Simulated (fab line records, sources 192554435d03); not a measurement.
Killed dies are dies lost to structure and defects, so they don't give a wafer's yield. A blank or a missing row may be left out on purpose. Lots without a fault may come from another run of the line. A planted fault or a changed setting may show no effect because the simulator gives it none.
Which tool did it? | flow n5_finfet | 24 lots, 72 wafers sampled, at 3 steps of a route of 1938

WHAT THE GAUGES READ, wafer by wafer
N5_HKMG_FIN_INSPECT_14: inspects for defects (macro). Usual: raw_defect_count 2.0, standard deviation 1.3.
lot  | measured     | on                | raw_defect_count | flag
L074 | day 4 04:08  | defect_inspect-01 | 0 2 1            |
L075 | day 4 07:09  | defect_inspect-01 | 5 3 3            |
L076 | day 4 14:22  | defect_inspect-02 | 1 2 1            |
L077 | day 4 19:27  | defect_inspect-02 | 1 0 4            |
L078 | day 5 03:43  | defect_inspect-01 | 3 2 3            |
L079 | day 5 10:17  | defect_inspect-01 | 3 1 2            |
L080 | day 5 15:35  | defect_inspect-01 | 2 1 1            |
L081 | day 5 22:55  | defect_inspect-02 | 3 1 3            |
L082 | day 6 05:47  | defect_inspect-02 | 3 0 4            |
L083 | day 6 11:44  | defect_inspect-02 | 2 3 3            |
L084 | day 6 20:39  | defect_inspect-01 | 2 2 1            |
L085 | day 6 22:34  | defect_inspect-02 | 0 3 2            |
L086 | day 7 10:11  | defect_inspect-01 | 2 5 1            |
L087 | day 7 13:31  | defect_inspect-02 | 2 4 2            |
L088 | day 7 16:55  | defect_inspect-02 | 2 2 0            |
L089 | day 8 02:35  | defect_inspect-02 | 2 1 1            |
L090 | day 8 05:47  | defect_inspect-02 | 1 2 3            |
L091 | day 8 13:11  | defect_inspect-02 | 1 1 2            |
L092 | day 8 21:49  | defect_inspect-01 | 3 3 1            |
L093 | day 8 23:20  | defect_inspect-01 | 1 3 5            |
L094 | day 9 09:17  | defect_inspect-02 | 2 2 3            |
L095 | day 9 13:40  | defect_inspect-01 | 3 1 3            |
L096 | day 9 22:38  | defect_inspect-01 | 2 3 4            |
L097 | day 10 07:27 | defect_inspect-01 | 2 1 4            |

N5_GATE_CUT_OVL_MEAS_14. Usual: GATE_CUT_OVL -0.4 nm, standard deviation 0.58.
lot  | measured     | on         | GATE_CUT_OVL (nm) | flag
L074 | day 4 12:57  | overlay-02 | 0.5 -0.1 0.0      |
L075 | day 4 15:28  | overlay-02 | 0.7 -0.4 -0.5     |
L076 | day 4 22:25  | overlay-02 | 0.3 -0.1 -0.1     |
L077 | day 5 04:00  | overlay-01 | -1.2 -0.3 -0.5    |
L078 | day 5 12:48  | overlay-02 | -0.7 -0.8 0.1     |
L079 | day 5 19:17  | overlay-02 | 0.3 -0.3 -0.5     |
L080 | day 5 23:47  | overlay-02 | 0.6 0.6 0.7       |
L081 | day 6 06:59  | overlay-01 | -1.0 -0.1 -1.2    |
L082 | day 6 13:49  | overlay-02 | -0.1 -1.1 -0.2    |
L083 | day 6 20:34  | overlay-02 | -0.7 -0.4 -0.1    |
L084 | day 7 05:04  | overlay-01 | 0.5 -0.4 0.4      |
L085 | day 7 06:53  | overlay-01 | -0.8 -0.9 -1.0    |
L086 | day 7 18:56  | overlay-01 | -0.4 -0.5 -0.4    |
L087 | day 7 22:13  | overlay-02 | -0.2 0.4 0.4      |
L088 | day 8 01:52  | overlay-01 | 0.4 -1.1 -0.3     |
L089 | day 8 11:09  | overlay-01 | -0.5 -0.5 -0.5    |
L090 | day 8 14:56  | overlay-01 | -0.2 -0.4 -0.7    |
L091 | day 8 21:24  | overlay-02 | -1.0 -0.8 -0.3    |
L092 | day 9 07:46  | overlay-02 | -0.5 0.1 -1.0     |
L093 | day 9 07:49  | overlay-02 | -1.0 -1.2 -1.2    |
L094 | day 9 17:39  | overlay-01 | 0.6 -0.9 0.4      |
L095 | day 9 21:52  | overlay-02 | -0.6 -1.0 -0.4    |
L096 | day 10 07:05 | overlay-01 | 0.2 -0.5 -0.6     |
L097 | day 10 15:56 | overlay-02 | -1.8 -1.3 -1.7    |

WHICH TOOL RAN EACH LOT (tool, then ch and the chambers of the sampled wafers, then the start)
lot  | N5_HKMG_FIN_ETCH_35
L074 | rie_diel-05 ch 0,3, day 4 04:34
L075 | rie_diel-03 ch 1,3, day 4 07:39
L076 | rie_diel-05 ch 1,3, day 4 14:42
L077 | rie_diel-02 ch 0,3, day 4 19:55
L078 | rie_diel-03 ch 0,1,3, day 5 04:04
L079 | rie_diel-02 ch 0,2,3, day 5 10:37
L080 | rie_diel-03 ch 0,2,3, day 5 15:55
L081 | rie_diel-05 ch 0,1, day 5 23:15
L082 | rie_diel-02 ch 1,2,3, day 6 06:08
L083 | rie_diel-03 ch 0,3, day 6 12:33
L084 | rie_diel-03 ch 0,1,2, day 6 20:59
L085 | rie_diel-05 ch 0,2, day 6 22:54
L086 | rie_diel-02 ch 1,2,3, day 7 10:35
L087 | rie_diel-05 ch 0,1,2, day 7 14:02
L088 | rie_diel-02 ch 1,2,3, day 7 17:25
L089 | rie_diel-02 ch 0,1,3, day 8 03:11
L090 | rie_diel-03 ch 1,2,3, day 8 06:08
L091 | rie_diel-02 ch 1,2, day 8 13:32
L092 | rie_diel-05 ch 0,3, day 8 22:09
L093 | rie_diel-02 ch 0,3, day 8 23:40
L094 | rie_diel-02 ch 0,3, day 9 09:53
L095 | rie_diel-03 ch 0,3, day 9 14:00
L096 | rie_diel-05 ch 0,1, day 9 22:58
L097 | rie_diel-03 ch 2,3, day 10 07:47
- N5_HKMG_FIN_ETCH_35: etches SOC in N2/H2, target depth 215.8 nm, time 243.4 s.

WHAT THE TOOLS THEMSELVES READ (means of the sampled wafers that have a number; where no wafer has one, the mark that the record gives instead)
N5_HKMG_FIN_ETCH_35. Usual: drypump_motor_current_A 5.9 A, standard deviation 0.4; oes_product_au 0.75 a.u., standard deviation 0.074; rf_vpp_V 141.6 V, standard deviation 0.94; showerhead_plenum_p_Torr 2.53 Torr, standard deviation 0.088; throttle_valve_pct 17.84 %, standard deviation 0.19.
lot  | tool        | drypump_motor_current_A (A) | oes_product_au (a.u.) | rf_vpp_V (V) | showerhead_plenum_p_Torr (Torr) | throttle_valve_pct (%) | flag
L074 | rie_diel-05 | 6.3                         | 0.74                  | 142.7        | 2.65                            | 18.01                  |
L075 | rie_diel-03 | 6.0                         | 0.76                  | 141.3        | 2.55                            | 17.66                  |
L076 | rie_diel-05 | 6.0                         | 0.74                  | 142.0        | 2.64                            | 18.13                  |
L077 | rie_diel-02 | 6.1                         | 0.86                  | 140.8        | 2.44                            | 17.77                  |
L078 | rie_diel-03 | 6.2                         | 0.74                  | 141.7        | 2.54                            | 17.76                  |
L079 | rie_diel-02 | 6.0                         | 0.79                  | 141.3        | 2.44                            | 17.90                  |
L080 | rie_diel-03 | 5.9                         | 0.71                  | 141.0        | 2.52                            | 17.81                  |
L081 | rie_diel-05 | 5.6                         | 0.72                  | 142.3        | 2.62                            | 17.80                  |
L082 | rie_diel-02 | 5.7                         | 0.77                  | 141.7        | 2.54                            | 17.88                  |
L083 | rie_diel-03 | 6.1                         | 0.72                  | 141.4        | 2.54                            | 17.76                  |
L084 | rie_diel-03 | 6.1                         | 0.71                  | 142.0        | 2.52                            | 17.84                  |
L085 | rie_diel-05 | 5.7                         | 0.80                  | 142.4        | 2.58                            | 17.62                  |
L086 | rie_diel-02 | 5.7                         | 0.76                  | 141.0        | 2.54                            | 17.89                  |
L087 | rie_diel-05 | 5.5                         | 0.79                  | 141.2        | 2.57                            | 17.72                  |
L088 | rie_diel-02 | 5.7                         | 0.76                  | 141.8        | 2.54                            | 17.89                  |
L089 | rie_diel-02 | 5.9                         | 0.79                  | 140.8        | 2.48                            | 17.85                  |
L090 | rie_diel-03 | 5.9                         | 0.73                  | 141.0        | 2.52                            | 17.77                  |
L091 | rie_diel-02 | 5.7                         | 0.69                  | 142.5        | 2.54                            | 18.01                  |
L092 | rie_diel-05 | 6.0                         | 0.71                  | 142.5        | 2.62                            | 17.91                  |
L093 | rie_diel-02 | 6.1                         | 0.82                  | 141.3        | 2.42                            | 17.83                  |
L094 | rie_diel-02 | 6.1                         | 0.81                  | 140.8        | 2.42                            | 17.84                  |
L095 | rie_diel-03 | 6.2                         | 0.68                  | 141.8        | 2.51                            | 17.90                  |
L096 | rie_diel-05 | 5.3                         | 0.70                  | 141.3        | 2.61                            | 17.95                  |
L097 | rie_diel-03 | 5.6                         | 0.93                  | 140.8        | 2.50                            | 17.52                  |

THE ANSWER, worked out from the rows above alone
Rule: a lot is off if the mean of its wafers that have a number lies more than 3 standard deviations from the usual mean. A lot without any number at a reading at which 4 lots or more have one is off too. The other lots that the step has rows for count as sound. The gauges are gone through in route order, then the tools' own readings, and for those a lot's mean is taken as printed above. The first step at which some lot is off is used, and at that step the reading that is off furthest; a lot without a number counts as furthest.
No lot is off at any reading shown: from this, nothing can be told.

WHAT THE SIMULATOR HAD PUT IN
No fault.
